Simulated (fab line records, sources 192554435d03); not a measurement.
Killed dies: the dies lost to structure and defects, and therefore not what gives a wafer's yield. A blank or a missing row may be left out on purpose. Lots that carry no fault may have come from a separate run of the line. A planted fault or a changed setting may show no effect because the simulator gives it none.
Chamber matching / flow n5Finfet / N5_BEOL_M3_DESCUM_33 on rieDiel-05 has 4 sister chambers
The step chemistry O2, time 7 s. 8 wafers are shown with their chamber, then 10 later ones without.

WAFERS PAIRED WITH THEIR CHAMBERS
wafer=L082.4; chamber=0; showerheadPlenumPTorr (Torr)=2.12; oesProductAu (a.u.)=0.83
wafer=L089.2; chamber=3; showerheadPlenumPTorr (Torr)=2.03; oesProductAu (a.u.)=0.77
wafer=L089.3; chamber=1; showerheadPlenumPTorr (Torr)=2.16; oesProductAu (a.u.)=0.66
wafer=L090.2; chamber=3; showerheadPlenumPTorr (Torr)=2.03; oesProductAu (a.u.)=0.77
wafer=L090.3; chamber=2; showerheadPlenumPTorr (Torr)=2.17; oesProductAu (a.u.)=0.70
wafer=L090.4; chamber=1; showerheadPlenumPTorr (Torr)=2.16; oesProductAu (a.u.)=0.66
wafer=L093.4; chamber=0; showerheadPlenumPTorr (Torr)=2.11; oesProductAu (a.u.)=0.81
wafer=L093.5; chamber=2; showerheadPlenumPTorr (Torr)=2.16; oesProductAu (a.u.)=0.69

WAFERS WITH NO CHAMBER GIVEN
wafer=L093.6; showerheadPlenumPTorr (Torr)=2.03; oesProductAu (a.u.)=0.76
wafer=L094.2; showerheadPlenumPTorr (Torr)=2.16; oesProductAu (a.u.)=0.69
wafer=L094.3; showerheadPlenumPTorr (Torr)=2.11; oesProductAu (a.u.)=0.81
wafer=L094.4; showerheadPlenumPTorr (Torr)=2.16; oesProductAu (a.u.)=0.70
wafer=L096.1; showerheadPlenumPTorr (Torr)=2.16; oesProductAu (a.u.)=0.69
wafer=L096.2; showerheadPlenumPTorr (Torr)=2.11; oesProductAu (a.u.)=0.80
wafer=L096.3; showerheadPlenumPTorr (Torr)=2.03; oesProductAu (a.u.)=0.76
wafer=L096.4; showerheadPlenumPTorr (Torr)=2.03; oesProductAu (a.u.)=0.76
wafer=L096.5; showerheadPlenumPTorr (Torr)=2.11; oesProductAu (a.u.)=0.79
wafer=L096.6; showerheadPlenumPTorr (Torr)=2.16; oesProductAu (a.u.)=0.69

THE CHAMBER EACH PASSED THROUGH
wafer=L093.6; from the rows above=3; in truth=3
wafer=L094.2; from the rows above=2; in truth=2
wafer=L094.3; from the rows above=0; in truth=0
wafer=L094.4; from the rows above=2; in truth=2
wafer=L096.1; from the rows above=2; in truth=2
wafer=L096.2; from the rows above=0; in truth=0
wafer=L096.3; from the rows above=3; in truth=3
wafer=L096.4; from the rows above=3; in truth=3
wafer=L096.5; from the rows above=0; in truth=0
wafer=L096.6; from the rows above=2; in truth=2
10 of 10 placed correctly. Can't be placed from these rows: 0. Wrongly placed: 0.
How it was worked out, from the rows above alone: a wafer's distance from a chamber is the root of the sum, over the readings, of the square of ((its reading less the chamber's mean) divided by the reading's scatter). If the next closest chamber is less than 2 further off than the closest, the wafer can't be placed; otherwise it belongs to the closest. A chamber's mean is the mean of its shown wafers. The scatter: take each reading less its chamber's mean, square it, sum over the shown wafers, divide by the number of wafers less the number of chambers, and take the root.
